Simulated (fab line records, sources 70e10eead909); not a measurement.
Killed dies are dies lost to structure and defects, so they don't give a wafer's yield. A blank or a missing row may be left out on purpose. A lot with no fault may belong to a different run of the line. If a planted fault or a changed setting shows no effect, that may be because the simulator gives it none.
Which tool was responsible?	flow nand_harc	Sampling: 11 lots, 33 wafers, 6 of 1159 route steps

WHAT EACH GAUGE READ, for each wafer
NHARC_A_CONTACT_OVL_MEAS_09.
lot	measured	on	overlay_x_nm (nm)	overlay_y_nm (nm)
L936	day 17 06:49	overlay-01	0.2 0.6 0.4	0.5 0.1 -0.3
L938	day 17 19:48	overlay-02	-1.6 -0.9 -1.4	-1.1 -0.4 -0.5
L939	day 17 21:04	overlay-02	1.1 1.2 1.2	0.0 0.6 0.1
L941	day 19 04:08	overlay-01	1.2 1.3 0.8	0.1 0.0 -0.3
L940	day 19 08:20	overlay-02	0.4 1.3 0.7	0.8 0.5 0.2
L947	day 20 05:50	overlay-01	0.2 0.1 -0.3	0.0 -0.4 -0.1
L946	day 20 05:10	overlay-02	0.2 0.2 0.0	-0.1 1.2 0.4
L945	day 20 17:46	overlay-02	1.7 1.2 0.9	-0.4 -0.5 0.1
L948	day 20 19:01	overlay-01	-0.6 -0.2 -0.3	1.4 1.0 1.6
L955	day 22 00:31	overlay-02	-0.1 -0.2 -0.2	0.9 1.0 1.3
L957	day 22 19:03	overlay-01	1.1 0.9 0.9	-0.3 -0.2 -0.6

NHARC_END_SORT_01.
lot	measured	on	killed_at_array	killed_at_other	killed_at_periphery	killed_dies	killed_open	killed_short
L947	day 23 21:35	prober-01	122 113 85	1 0 0	1 3 6	124 116 91	4 5 5	2 1 1
L946	day 23 00:32	prober-02	108 88 76	1 0 0	1 2 2	110 90 78	1 2 3	1 1 1
L945	day 24 05:36	prober-01	69 98 86	0 0 0	4 2 4	73 100 90	2 4 0	2 4 0

EACH LOT AND THE TOOL THAT RAN IT (in order: tool; ch and the chambers of the sampled wafers; start)
lot	NHARC_A_CONTACT_ETCH_76	NHARC_A_CONTACT_ETCH_97	NHARC_A_CONTACT_DESCUM_13	NHARC_A_CONTACT_ETCH_134
L936	rie_diel-07 ch 0,1,2, day 17 00:20	rie_diel-04 ch 1,2,3, day 17 06:49 or earlier	rie_diel-05 ch 0,2,3, day 17 06:56	har_cap_etch-03 ch 0,1, day 17 08:02
L938	rie_diel-05 ch 2,3, day 17 11:56	rie_diel-04 ch 0,1,3, day 17 19:48 or earlier	rie_diel-04 ch 0,3, day 17 19:53	har_cap_etch-01 ch 0,1, day 17 20:55
L939	rie_diel-04 ch 0,2, day 17 14:53	rie_diel-05 ch 0,1,2, day 17 21:04 or earlier	rie_diel-04 ch 0,1,2, day 17 21:10	har_cap_etch-03 ch 0,1, day 17 22:08
L941	rie_diel-07 ch 0,2,3, day 18 22:13	rie_diel-07 ch 0,1, day 19 04:08 or earlier	rie_diel-05 ch 0,1,2, day 19 04:14	har_cap_etch-02 ch 0,1, day 19 05:13
L940	rie_diel-04 ch 2,3, day 19 01:46	rie_diel-04 ch 0,3, day 19 08:20 or earlier	rie_diel-04 ch 0,1,3, day 19 08:27	har_cap_etch-03 ch 0,1, day 19 09:26
L947	rie_diel-04 ch 1,2, day 19 21:43	rie_diel-07 ch 1,2,3, day 20 05:50 or earlier	rie_diel-04 ch 1,2,3, day 20 19:05	har_cap_etch-02 ch 0,1, day 20 20:28
L946	rie_diel-04 ch 1,2,3, day 19 22:14	rie_diel-04 ch 0,1,3, day 20 05:10 or earlier	rie_diel-04 ch 0,1,3, day 20 07:41	har_cap_etch-01 ch 0,1, day 20 09:03
L945	rie_diel-04 ch 0,1,2, day 20 09:18	rie_diel-05 ch 0,1,2, day 20 17:46 or earlier	rie_diel-05 ch 1,2,3, day 21 01:43	har_cap_etch-01 ch 0,1, day 21 02:41
L948	rie_diel-07 ch 1,2,3, day 20 11:09	rie_diel-05 ch 1,2, day 20 19:01 or earlier	rie_diel-04 ch 1,3, day 20 19:07	har_cap_etch-01 ch 0,1, day 20 20:05
L955	rie_diel-07 ch 1,3, day 21 18:29	rie_diel-04 ch 1,2, day 22 00:31 or earlier	rie_diel-07 ch 0,1,2, day 22 00:38	har_cap_etch-03 ch 0,1, day 22 01:36
L957	rie_diel-05 ch 0,1,3, day 22 12:40	rie_diel-04 ch 2,3, day 22 19:03 or earlier	rie_diel-04 ch 0,2,3, day 22 19:18	har_cap_etch-02 ch 0,1, day 22 20:43
- NHARC_A_CONTACT_ETCH_76: etches the open film in N2/H2, target depth 260 nm, time 475.3 s.
- NHARC_A_CONTACT_ETCH_97: etches the open film in C4F6/O2, target depth 20 nm, time 10 s.
- NHARC_A_CONTACT_DESCUM_13: chemistry O2, time 3 s.
- NHARC_A_CONTACT_ETCH_134: etches the open film in C4F8/O2/Ar, time 140 s, target depth 700 nm.

AS READ BY THE TOOLS THEMSELVES (means over the sampled wafers that have a number; for cases with no such wafer, the mark the record gives instead)
NHARC_A_CONTACT_ETCH_76.
lot	tool	drypump_motor_current_A (A)	oes_product_au (a.u.)	rf_vpp_V (V)	showerhead_plenum_p_Torr (Torr)	throttle_valve_pct (%)
L936	rie_diel-07	5.5	0.994	432.2	2.09	14.167
L938	rie_diel-05	6.3	1.003	430.5	2.05	14.172
L939	rie_diel-04	5.9	1.007	432.2	2.07	14.168
L941	rie_diel-07	5.6	0.993	432.2	2.07	14.164
L940	rie_diel-04	5.7	1.019	431.9	2.11	14.175
L947	rie_diel-04	5.3	0.981	430.4	2.04	14.168
L946	rie_diel-04	5.4	0.998	432.1	2.08	14.160
L945	rie_diel-04	5.6	1.000	431.2	2.04	14.172
L948	rie_diel-07	5.5	0.988	430.1	2.03	14.174
L955	rie_diel-07	5.0	0.997	430.8	2.04	14.180
L957	rie_diel-05	5.9	0.988	429.6	2.04	14.165

NHARC_A_CONTACT_ETCH_97.
lot	tool	drypump_motor_current_A (A)	oes_product_au (a.u.)	rf_vpp_V (V)	showerhead_plenum_p_Torr (Torr)	throttle_valve_pct (%)
L936	rie_diel-04	5.5	0.951	548.3	4.01	26.906
L938	rie_diel-04	5.5	0.964	546.9	3.96	26.909
L939	rie_diel-05	6.0	0.983	548.3	4.00	26.892
L941	rie_diel-07	5.0	0.940	550.2	4.11	26.893
L940	rie_diel-04	5.8	0.953	547.2	3.95	26.912
L947	rie_diel-07	5.5	0.990	546.7	3.91	26.902
L946	rie_diel-04	5.5	0.955	547.5	3.95	26.895
L945	rie_diel-05	5.9	0.935	547.2	3.99	26.902
L948	rie_diel-05	5.6	0.943	551.2	4.10	26.910
L955	rie_diel-04	5.6	0.938	547.3	3.97	26.906
L957	rie_diel-04	5.7	1.013	549.3	4.04	26.895

NHARC_A_CONTACT_DESCUM_13.
lot	tool	drypump_motor_current_A (A)	oes_product_au (a.u.)	rf_vpp_V (V)	showerhead_plenum_p_Torr (Torr)	throttle_valve_pct (%)
L936	rie_diel-05	6.3	0.991	57.2	1.89	11.301
L938	rie_diel-04	5.7	1.010	58.1	1.97	11.311
L939	rie_diel-04	5.6	1.002	57.7	1.92	11.315
L941	rie_diel-05	6.0	0.991	58.4	1.95	11.302
L940	rie_diel-04	5.5	1.003	58.7	1.93	11.312
L947	rie_diel-04	5.4	0.990	58.2	1.95	11.320
L946	rie_diel-04	5.5	1.006	57.8	1.93	11.306
L945	rie_diel-05	5.9	0.996	58.2	1.94	11.309
L948	rie_diel-04	5.3	0.999	57.9	1.96	11.315
L955	rie_diel-07	5.5	0.994	57.9	1.94	11.316
L957	rie_diel-04	5.7	1.009	57.2	1.95	11.304

THE ANSWER, worked out from the rows above alone
Rule: usual is defined by the lots themselves. Put in order of their means at a reading, lots are off if they are a third of the lots or fewer, leave a main group of 4 or more, and stand apart from it by a gap of 3 or more times the standard deviation of the main group's means; of several such gaps the widest counts. Not used: any main group whose means are identical at the precision the tables above print for the reading. A lot without any number at a reading at which 4 lots or more have one is off too. The other lots that the step has rows for count as sound. The gauges are gone through in route order, then the tools' own readings, and for those a lot's mean is taken as printed above. At the first step where some lot is off, the reading lying furthest off is the one used; lots without a number count as furthest.
No lot is off at any reading shown: from this, nothing can be told.

WHAT THE SIMULATOR HAD INSERTED
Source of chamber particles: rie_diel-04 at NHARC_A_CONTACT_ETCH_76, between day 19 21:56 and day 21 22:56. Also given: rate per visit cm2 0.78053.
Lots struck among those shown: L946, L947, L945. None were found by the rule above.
